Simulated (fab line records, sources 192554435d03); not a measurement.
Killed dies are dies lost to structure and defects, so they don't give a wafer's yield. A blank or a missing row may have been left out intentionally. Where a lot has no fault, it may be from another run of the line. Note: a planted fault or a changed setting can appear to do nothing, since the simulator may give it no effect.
Problem report in the 8D (eight disciplines) form, filled by code	flow n5 finfet	the parts of the form that need people (team, actions taken, sign-off) are left out

## 1. THE PROBLEM
At N5_BEOL_M6_CMP_52, time to endpoint s averages 1.5 s over 6 wafers from 2 lots, while fault-free wafers read 62.8 s, standard deviation 2.5. Measured from the usual mean, that is -25 standard deviations.
The step: polishes, stops on SiCOH lowk, t overpolish 6.9 s, target thk 80 nm.
The first sign was on wafer L827.1 at day 10 23:08, on cmp-01. Wafers with a number at this step in the record: 27, from 9 lots. The rule behind "out" and "out of limits": a value lying over 4 standard deviations away from the usual mean. The other wafers with a number count as sound.

## 2. WHAT THIS IS AND IS NOT
question	is	is not
which readings at this step	time to endpoint s	clearing platen down force psi, motor current A
which lots	L827, L830	L835, L837, L841, L842, L843, L844, L845
which wafers of those lots	all that have a number	-
read on which tools	cmp-01, cmp-02	cmp-03
when	from day 10 23:08	up to then (0 sound wafers); but 21 sound wafers of L835, L837, L841, L842, L843, L844, L845 came after

## 3. SUSPECTS, AND WHAT RULES EACH OUT
Counting: a tool at a process step up to the reading stays a suspect if it ran every lot that is out and no sound lot after the first of them.
- rie diel-06 at N5_BEOL_M6_DESCUM_33 (chemistry O2, time 7 s): ruled out as a lasting fault. The sound lots L835, L837 went through it after L827, its earliest lot that is out (day 10 17:46).
- ecd cu-01 at N5_BEOL_M6_ECD_50 (material Cu, target thk 300 nm): ruled out as a lasting fault. The sound lots L835, L841, L842, L845, L843, L844 went through it after L827, its earliest lot that is out (day 10 22:45).
Left after counting: nothing in the record.

## 4. THE CAUSE (what the simulator had put in)
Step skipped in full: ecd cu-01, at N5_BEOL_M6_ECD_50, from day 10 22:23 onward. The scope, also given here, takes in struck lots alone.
It was ruled out by counting, in error; the rule expects a fault to strike all lots run on its tool from its start on, and this fault did not.

## 5. THE CHAIN OF EFFECTS, in route order
Each row: a reading where the mean over the struck wafers with a number is more than 3 standard deviations away from the usual. Only readings for which the record gives a usual standard deviation are gone through. hours: the time from each lot's start at the first step in this table that gives one to its start at this step, as a median over the lots. sigmas: the change in usual standard deviations.
hours	step	reading	usual	on struck wafers	change	sigmas
0	N5_BEOL_M6_CMP_52	time to endpoint s	62.8 s	1.5	-61.3	-25
86	N5_PASSIVATION_PROBE_49	defect limited yield	91.2 %	0.0	-91.2	-65
86	N5_PASSIVATION_PROBE_49	killed_at_M4_up	14	1097	+1083	+99 or more
86	N5_PASSIVATION_PROBE_49	killed dies	103	1180	+1077	+63
86	N5_PASSIVATION_PROBE_49	killed on rim	13	152	+139	+40
86	N5_PASSIVATION_PROBE_49	sort_bin_5_function	5.1 %	96.8	+91.7	+99 or more
86	N5_PASSIVATION_PROBE_49	sort n pass	1077	0	-1077	-63
86	N5_PASSIVATION_PROBE_49	sort yield pct	91.2 %	0.0	-91.2	-65
It contains these process steps:
- N5_BEOL_M6_CMP_52: polishes, stops on SiCOH lowk, t overpolish 6.9 s, target thk 80 nm.
- N5_PASSIVATION_PROBE_49

## 6. HOW IT WOULD HAVE BEEN CAUGHT EARLIER
In this record the first reading out of limits was taken at day 10 23:08, 1 hour after the fault began at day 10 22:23.
